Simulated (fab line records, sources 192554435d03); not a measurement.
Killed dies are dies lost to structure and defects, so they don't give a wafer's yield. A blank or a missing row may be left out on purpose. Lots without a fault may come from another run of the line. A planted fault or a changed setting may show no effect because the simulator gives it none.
Chamber matching | flow n5_finfet | N5_BEOL_M8_ETCH_65 on rie_diel-04: 4 sister chambers
The step etches SiARC in CF4, target depth 15.6 nm, time 26 s. 18 wafers are shown with their chamber, then 9 later ones without.

WAFERS WITH THEIR CHAMBER
wafer  | chamber | drypump_motor_current_A (A) | throttle_valve_pct (%) | showerhead_plenum_p_Torr (Torr)
L074.1 | 0       | 6.2                         | 15.33                  | 2.19
L074.3 | 2       | 5.5                         | 15.95                  | 2.13
L074.5 | 3       | 5.5                         | 15.48                  | 2.19
L077.2 | 2       | 5.6                         | 15.95                  | 2.13
L077.5 | 2       | 5.6                         | 15.96                  | 2.13
L077.6 | 3       | 5.5                         | 15.51                  | 2.19
L079.1 | 1       | 6.2                         | 15.35                  | 2.10
L079.3 | 0       | 6.2                         | 15.34                  | 2.19
L079.5 | 3       | 5.5                         | 15.50                  | 2.19
L082.2 | 1       | 6.2                         | 15.37                  | 2.09
L082.3 | 3       | 5.5                         | 15.54                  | 2.18
L082.5 | 3       | 5.5                         | 15.54                  | 2.18
L085.2 | 0       | 6.2                         | 15.39                  | 2.18
L085.3 | 1       | 6.2                         | 15.39                  | 2.09
L085.4 | 3       | 5.5                         | 15.54                  | 2.18
L089.2 | 3       | 5.5                         | 15.58                  | 2.18
L089.3 | 2       | 5.5                         | 16.02                  | 2.12
L089.5 | 1       | 6.2                         | 15.41                  | 2.09

SIGNATURES (means of the wafers above)
reading                  | chamber 0 | chamber 1 | chamber 2 | chamber 3 | scatter within a chamber
drypump_motor_current_A  | 6.200     | 6.200     | 5.550     | 5.500     | 0.0267
throttle_valve_pct       | 15.3533   | 15.3800   | 15.9700   | 15.5271   | 0.0316
showerhead_plenum_p_Torr | 2.1867    | 2.0925    | 2.1275    | 2.1843    | 0.00527
Rule: a wafer's distance from a chamber is the root of the sum, over the readings, of the square of ((its reading less the chamber's mean) divided by the reading's scatter). The wafer belongs to the nearest chamber; if the next one is less than 2 further off, it can't be placed. The scatter: the root of (the sum of the squares of (reading less its chamber's mean) over the shown wafers, divided by (wafers less chambers)).

WAFERS WITHOUT THEIR CHAMBER
wafer  | drypump_motor_current_A (A) | throttle_valve_pct (%) | showerhead_plenum_p_Torr (Torr)
L092.1 | 6.2                         | 15.44                  | 2.09
L092.2 | 5.5                         | 15.59                  | 2.17
L092.6 | 5.5                         | 16.03                  | 2.12
L091.1 | 6.2                         | 15.44                  | 2.17
L091.3 | 5.5                         | 15.59                  | 2.17
L091.6 | 5.5                         | 16.02                  | 2.11
L095.4 | 6.2                         | 15.44                  | 2.08
L095.5 | 6.2                         | 15.43                  | 2.17
L095.6 | 5.5                         | 15.59                  | 2.17

WHICH CHAMBER EACH WENT THROUGH
wafer  | from the rows above | in truth
L092.1 | 1                   | 1
L092.2 | 3                   | 3
L092.6 | 2                   | 2
L091.1 | 0                   | 0
L091.3 | 3                   | 3
L091.6 | 2                   | 2
L095.4 | 1                   | 1
L095.5 | 0                   | 0
L095.6 | 3                   | 3
Placed correctly: 9 of 9. Can't be placed from these rows: 0. Placed wrongly: 0.
